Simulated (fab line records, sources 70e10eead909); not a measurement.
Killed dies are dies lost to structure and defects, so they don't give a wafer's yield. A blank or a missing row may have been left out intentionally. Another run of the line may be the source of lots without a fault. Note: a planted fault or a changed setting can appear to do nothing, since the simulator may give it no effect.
fab line records | flow nand_harc
record: lots: 14 wafers: 42 last_day: 33
route steps=1302 shown A_M0@1157 A_M1@1176
lots that met no fault: taken from a fault-free run of the same line
start_h: hours from the record's first day to the start of the lot's first wafer shown | wait_h: hours from the lot's prior step to this one | " same as the row above | L1.1+2: several wafers, shown together as one row | - value missing, or start not given | * or withheld: withheld | < > ~ a bound
route shown NAME@n: NAME is a module with steps in the file, n the number in the route of the first one | usual: mean/standard deviation of fault-free wafers | same: alike in all rows | chamber/n: place in a boat | sites: the reading at each site | _std_site: the standard deviation of these | _edge_site: the outer-site mean with the inner-site mean subtracted | radius_mm: for every site, how far away it sits from the centre of the wafer | mask NAME#n: copy n | behind: the tool/chamber that last shaped the wafer | hold: cause of the lot's hold/its duration in hours/its outcome | device: transistor that didn't switch, given as n, p or np | end of line: tests of these same wafers at the route's end | a step without rows: its recipe alone | killed: not the wafer's yield, but the dies lost to structure and defects at the first sort | map: a wafer's dies, marking killed ones x, the rest . and places with no die _
set.NAME: the run value of the setting; set.NAME@STEP: its run value at that earlier step | model.NAME: the simulator's own value behind a step, which no gauge read
route steps across a sampled set of lots; one table per step, one row per wafer
services: the hour from which a tool's chamber was out of use, counted from the record's first day as start_h (under 0 if before that day), plus the number of hours and why
== steps ==
step: NHARC_A_M0_PRE_CLEAN_29
recipe: time_s: 30 temp_c: 280 gas: H2/He
usual: heater_power_w: 404/55
same: time_s: 30
columns lot.wafer tool chamber start_h wait_h heater_power_w
L843.1 pvd_sputter-02 - - - 386
L843.2 " - " " 362
L843.5 " - " " 359
L844.3 pvd_sputter-02 - - - 357
L844.2 " - " " 375
L844.6 " - " " 376
L845.4 pvd_sputter-02 - - - 347
L845.3 " - " " 393
L845.5 " - " " 344
L847.3 pvd_sputter-02 - - - 368
L847.2 " - " " 372
L847.5 " - " " 378
L841.1 pvd_sputter-03 - - - 439
L841.3 " - " " 368
L841.2 " - " " 429
L846.3 pvd_sputter-02 - - - 366
L846.1 " - " " 391
L846.5 " - " " 371
L853.1 pvd_sputter-02 - - - 332
L853.4 " - " " 395
L853.6 " - " " 342
L856.3 pvd_sputter-02 - - - 371
L856.1 " - " " 384
L856.6 " - " " 422
L857.4 pvd_sputter-01 - - - 439
L857.2 " - " " 484
L857.6 " - " " 518
L859.3 pvd_sputter-01 - - - 446
L859.5 " - " " 363
L859.6 " - " " 489
L861.1 pvd_sputter-01 - - - 488
L861.5 " - " " 486
L861.6 " - " " 512
L862.1 pvd_sputter-02 - - - 377
L862.3 " - " " 419
L862.5 " - " " 376
L860.1 pvd_sputter-02 - - - 374
L860.4 " - " " 393
L860.5 " - " " 377
L863.3 pvd_sputter-03 - - - 348
L863.1 " - " " 430
L863.6 " - " " 449
step: NHARC_A_M0_DEP_32
recipe: target_thk_a: 300 temp_c: 370 target_thk_nm: 30 pressure_torr: 3 flow_sccm: 200 rf_w: 450 material: SiCN
usual: heater_power_w: 583/88
columns lot.wafer tool chamber start_h wait_h heater_power_w
L843.1 pecvd-01 1 541.46 0.1 574
L843.2 " 2 " " 551
L843.5 " 2 " " 556
L844.2 pecvd-04 2 559.28 0.1 534
L844.3 " 0 " " 658
L844.6 " 1 " " 445
L845.3 pecvd-04 2 570.05 0.1 487
L845.5 " 2 " " 490
L845.4 " 0 " " 622
L847.3 pecvd-01 2 598.34 0.1 598
L847.2 " 1 " " 511
L847.5 " 1 " " 517
L841.2 pecvd-04 1 602.64 0.1 470
L841.3 " 2 " " 534
L841.1 " 0 " " 584
L846.3 pecvd-04 0 604.78 0.1 630
L846.1 " 2 " " 570
L846.5 " 0 " " 642
L853.1 pecvd-04 1 663.73 0.1 462
L853.4 " 0 " " 502
L853.6 " 1 " " 474
L856.3 pecvd-01 2 670.02 0.1 538
L856.1 " 1 " " 537
L856.6 " 0 " " 688
L857.2 pecvd-02 0 685.99 0.1 566
L857.6 " 1 " " 696
L857.4 " 2 " " 542
L859.3 pecvd-04 1 706.92 0.1 470
L859.6 " 0 " " 571
L859.5 " 1 " " 462
L861.1 pecvd-01 2 739.22 0.1 554
L861.5 " 2 " " 564
L861.6 " 0 " " 711
L862.3 pecvd-02 0 742.30 0.1 584
L862.1 " 1 " " 714
L862.5 " 2 " " 557
L860.1 pecvd-01 2 745.89 0.1 596
L860.5 " 2 " " 612
L860.4 " 1 " " 569
L863.1 pecvd-02 1 749.57 0.1 702
L863.3 " 0 " " 549
L863.6 " 0 " " 570
step: NHARC_A_M1_EXPOSE_06
recipe: na: 1.35 target_cd_nm: 120 dose_mj: 75.13 mask_id: A_M1
usual: exposure_dose_mJ_cm2: 75.13/0.076 focus_offset_nm: 0.1/0.57 na: 1.35/0
columns lot.wafer tool chamber start_h wait_h mask exposure_dose_mJ_cm2 focus_offset_nm na
L843.1 arfi_scanner-01 0 542.55 - A_M1#0 75.11 0.1 1.35
L843.2 " 0 " " A_M1#0 75.14 0.3 1.35
L843.5 " 0 " " A_M1#0 75.08 0.4 1.35
L844.2 arfi_scanner-03 0 560.39 - A_M1#0 75.17 -0.5 1.35
L844.3 " 0 " " A_M1#0 75.11 -0.2 1.35
L844.6 " 0 " " A_M1#0 75.09 -0.9 1.35
L845.3 arfi_scanner-03 0 571.00 - A_M1#0 75.25 0.4 1.35
L845.4 " 0 " " A_M1#0 75.13 -0.2 1.35
L845.5 " 0 " " A_M1#0 75.23 0.1 1.35
L847.2 arfi_scanner-03 0 599.45 - A_M1#0 75.23 0.9 1.35
L847.3 " 0 " " A_M1#0 75.20 0.8 1.35
L847.5 " 0 " " A_M1#0 75.21 0.3 1.35
L841.1 arfi_scanner-03 0 603.78 - A_M1#0 75.16 -0.3 1.35
L841.2 " 0 " " A_M1#0 75.18 0.1 1.35
L841.3 " 0 " " A_M1#0 75.30 1.3 1.35
L846.1 arfi_scanner-03 0 605.76 - A_M1#0 75.17 0.9 1.35
L846.3 " 0 " " A_M1#0 75.17 1.4 1.35
L846.5 " 0 " " A_M1#0 75.22 0.7 1.35
L853.1 arfi_scanner-03 - 664.73 - A_M1#0 - - -
L853.4 " - " " A_M1#0 - - -
L853.6 " - " " A_M1#0 - - -
L856.1 arfi_scanner-03 - 671.02 - A_M1#0 - - -
L856.3 " - " " A_M1#0 - - -
L856.6 " - " " A_M1#0 - - -
L857.2 arfi_scanner-01 0 686.95 - A_M1#0 75.03 0.6 1.35
L857.4 " 0 " " A_M1#0 75.14 0.5 1.35
L857.6 " 0 " " A_M1#0 75.14 0.9 1.35
L859.3 arfi_scanner-02 0 707.97 - A_M1#0 75.06 0.6 1.35
L859.5 " 0 " " A_M1#0 75.14 -1.2 1.35
L859.6 " 0 " " A_M1#0 75.14 -1.0 1.35
L861.1 arfi_scanner-02 0 740.20 - A_M1#0 75.08 0.2 1.35
L861.5 " 0 " " A_M1#0 75.12 0.9 1.35
L861.6 " 0 " " A_M1#0 75.06 -1.5 1.35
L862.1 arfi_scanner-02 0 743.28 - A_M1#0 75.12 -0.9 1.35
L862.3 " 0 " " A_M1#0 75.13 -1.1 1.35
L862.5 " 0 " " A_M1#0 75.01 1.2 1.35
L860.1 arfi_scanner-03 0 747.00 - A_M1#0 75.15 1.3 1.35
L860.4 " 0 " " A_M1#0 75.14 0.9 1.35
L860.5 " 0 " " A_M1#0 75.19 0.3 1.35
L863.1 arfi_scanner-01 0 750.93 - A_M1#0 75.12 0.2 1.35
L863.3 " 0 " " A_M1#0 75.10 -0.1 1.35
L863.6 " 0 " " A_M1#0 75.09 -0.8 1.35
step: NHARC_A_M1_OVL_MEAS_10
recipe: pitch_nm: 240
usual: overlay_x_nm: 0.0/0.6 overlay_y_nm: 0.2/0.84
columns lot.wafer tool chamber start_h wait_h overlay_x_nm overlay_y_nm
L843.1 overlay-01 - 542.78 - -0.1 -0.8
L843.2 " - " " -0.4 -0.1
L843.5 " - " " 0.0 0.0
L844.2 overlay-01 - 560.62 - -0.5 -0.6
L844.3 " - " " -0.5 -0.8
L844.6 " - " " -0.4 -0.3
L845.3 overlay-01 - 571.22 - 0.1 0.0
L845.4 " - " " 0.0 0.5
L845.5 " - " " -0.8 0.4
L847.2 overlay-02 - 599.68 - -0.1 -0.9
L847.3 " - " " -0.8 -1.2
L847.5 " - " " -1.0 -1.0
L841.1 overlay-01 - 604.01 - -0.3 -0.8
L841.2 " - " " 0.4 -0.8
L841.3 " - " " 0.0 -0.3
L846.1 overlay-02 - 605.99 - -0.8 0.2
L846.3 " - " " -1.2 0.2
L846.5 " - " " -1.2 0.7
L853.1 overlay-02 - 664.96 - - -
L853.4 " - " " - -
L853.6 " - " " - -
L856.1 overlay-02 - 671.24 - - -
L856.3 " - " " - -
L856.6 " - " " - -
L857.2 overlay-02 - 687.18 - -0.2 1.1
L857.4 " - " " 0.1 0.7
L857.6 " - " " 0.2 0.9
L859.3 overlay-02 - 708.19 - 0.4 0.7
L859.5 " - " " -0.1 -0.1
L859.6 " - " " -0.1 0.3
L861.1 overlay-02 - 740.43 - -1.0 0.1
L861.5 " - " " -0.9 -0.1
L861.6 " - " " -0.5 -0.2
L862.1 overlay-02 - 743.51 - 0.1 -0.3
L862.3 " - " " -0.1 -0.7
L862.5 " - " " 0.2 -0.6
L860.1 overlay-01 - 747.23 - -0.1 0.2
L860.4 " - " " 0.1 0.0
L860.5 " - " " 0.3 0.0
L863.1 overlay-02 - 751.15 - 0.9 0.5
L863.3 " - " " 0.4 0.5
L863.6 " - " " 1.0 -0.2
== services ==
columns tool chamber start_h hours kind
pecvd-04 - 530.24 1.7 repair
arfi_scanner-03 - 540.00 4.0 pm
pecvd-02 0 562.56 5.1 repair
pvd_sputter-01 - 582.01 10.0 pm
pvd_sputter-02 - 586.09 2.2 repair
pecvd-01 - 588.60 0.9 repair
pecvd-02 - 589.00 13.0 pm
pecvd-01 - 594.35 3.7 repair
arfi_scanner-01 - 596.00 4.0 pm
arfi_scanner-01 - 606.04 0.6 repair
pvd_sputter-02 - 613.83 4.1 repair
pecvd-01 0 626.42 19.4 repair
pecvd-04 - 631.31 13.0 pm
pvd_sputter-02 - 638.04 10.0 pm
pecvd-01 - 648.96 0.8 repair
pecvd-02 2 652.37 6.6 repair
arfi_scanner-02 - 656.02 4.0 pm
arfi_scanner-03 - 658.27 2.4 repair
pecvd-01 - 673.93 13.0 pm
pvd_sputter-02 - 709.39 0.6 repair
arfi_scanner-03 - 712.00 4.0 pm
pecvd-04 2 715.68 5.5 repair
pvd_sputter-02 - 730.03 7.6 repair
pecvd-04 0 747.81 15.0 repair
== key ==
first_sign: step: NHARC_A_M1_EXPOSE_06 reading: tool_record direction: missing
effect none on later readings
met_at NHARC_A_M1_EXPOSE_06
struck_lots L853,L856
later_rows_left_out L853.1,L853.4,L853.6,L856.1,L856.3,L856.6
sort_left_out L853.1,L853.4,L853.6,L856.1,L856.3,L856.6
not_acting_at NHARC_A_M0_PRE_CLEAN_29,NHARC_A_M0_DEP_32,NHARC_A_M1_OVL_MEAS_10
onset_between 605.76 664.73
fault: kind: skipped_step_whole tool: arfi_scanner-03 chamber: - onset_h: 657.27 steps: NHARC_A_M1_EXPOSE_06 scope: struck_lots_only
sort_left_out: the simulated sort isn't trusted on such a fault, so these wafers' sort isn't shown, and their yield isn't known
later_rows_left_out: the simulator's readings of these wafers behind a module that went badly wrong aren't trusted and aren't shown, but for the sort
